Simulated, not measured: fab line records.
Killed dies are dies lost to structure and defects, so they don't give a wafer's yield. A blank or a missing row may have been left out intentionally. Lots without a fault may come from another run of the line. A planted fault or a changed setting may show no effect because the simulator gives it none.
Split-lot experiment | flow n5-finfet | route with 1938 steps; 7 lots, 21 wafers read

== ON THE SPLIT ==
At N5_MIM_BOT_ETCH_ETCH_00 (etches TiN in Cl2/BCl3, target depth 45.5 nm), the setting icp-w was moved away from the recipe's 1000 W on 8 of the 21 wafers read, by -6.9% to +13.7%. For the rest of the wafers, this setting stayed at what the recipe calls for.

The reading is taken at the split's own step.

== THE READING ==
etch.depth-nm (the simulator's own value, which no gauge read), in nm, at N5_MIM_BOT_ETCH_ETCH_00 (etches TiN in Cl2/BCl3, target depth 45.5 nm). The file does not state a usual value for it. Here, 13 wafers ran the recipe; their average is 45.75 nm with a standard deviation of 0.95 nm.

wafer  | tool, chamber at the split | icp-w as run, W | against the recipe | etch.depth-nm, nm | against lot-mates on the recipe
L078.1 | rie-metal-03, 0            | 1000            | recipe             | 46.54             | -
L078.2 | rie-metal-03, 1            | 1000            | recipe             | 44.77             | -
L078.5 | rie-metal-03, 0            | 1000            | recipe             | 46.3              | -
L081.1 | rie-metal-03, 1            | 1000            | recipe             | 44.65             | -
L081.2 | rie-metal-03, 0            | 1137            | +13.7%             | 51.88             | +7.23
L081.4 | rie-metal-03, 1            | 1137            | +13.7%             | 50.24             | +5.59
L080.2 | rie-metal-01, 1            | 1000            | recipe             | 46.27             | -
L080.3 | rie-metal-01, 0            | 1000            | recipe             | 44.73             | -
L080.4 | rie-metal-01, 1            | 1000            | recipe             | 46.46             | -
L082.1 | rie-metal-01, 1            | 1134            | +13.4%             | 51.41             | +7.14
L082.2 | rie-metal-01, 0            | 1134            | +13.4%             | 49.73             | +5.46
L082.5 | rie-metal-01, 0            | 1000            | recipe             | 44.27             | -
L087.2 | rie-metal-03, 1            | 1000            | recipe             | 44.63             | -
L087.4 | rie-metal-03, 0            | 1123            | +12.3%             | 51.19             | +5.74
L087.5 | rie-metal-03, 0            | 1000            | recipe             | 46.27             | -
L089.2 | rie-metal-02, 0            | 1000            | recipe             | 46.38             | -
L089.3 | rie-metal-02, 0            | 1000            | recipe             | 46.12             | -
L089.5 | rie-metal-02, 1            | 931.4           | -6.9%              | 43.16             | -3.09
L094.1 | rie-metal-01, 0            | 1076            | +7.6%              | 48.4              | +1.08
L094.2 | rie-metal-01, 1            | 1076            | +7.6%              | 50.46             | +3.14
L094.6 | rie-metal-01, 1            | 1000            | recipe             | 47.32             | -

FIT RESULTS
A straight line over all 21 wafers: etch.depth-nm changes by +0.393 nm for each +1% of icp-w; r = +0.93; the points scatter about the line by 0.98 nm.
The same after taking each lot's own level away (the mean of its wafers on the recipe; 21 wafers): +0.452 nm for each +1%; r = +0.96; scatter 0.84 nm.
According to that fit, moving icp-w by its largest amount changes the reading by 6.2 nm.
Measured against the standard deviation above, the lots' own levels, which go from 44.270 to 47.320 nm, span 3.2 times it.
Hence the slope depends on the lot-to-lot level, as the two fits are not the same.
Check: for one of the wafers moved furthest among these (+13.7%), held out of the fit, the line's prediction against its lot-mates is +5.88 nm. Against them it came out at +7.23 nm.

== OTHER SPLITS ON THESE WAFERS ==
Before the reading, these wafers also passed through other splits. Each is held against what the fit with the lots' levels taken away leaves over:
other split on the same wafers | wafers away from the commonest value | r with etch.depth-nm (lot level and that fit taken away)
N5_BEOL_M14_EXPOSE_25 dose-mj  | 6                                    | -0.15
N5_BEOL_M14_ETCH_68 time-s     | 6                                    | -0.31
N5_BEOL_M15_EXPOSE_25 dose-mj  | 9                                    | -0.38
N5_BEOL_M15_ETCH_61 time-s     | 4                                    | -0.12
N5_MIM_BOT_ETCH_ETCH_04 time-s | 5                                    | +0.37

== FILE'S OWN FIT ==
etch.depth-nm changes by +0.449 nm for each +1% of icp-w, r = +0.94.
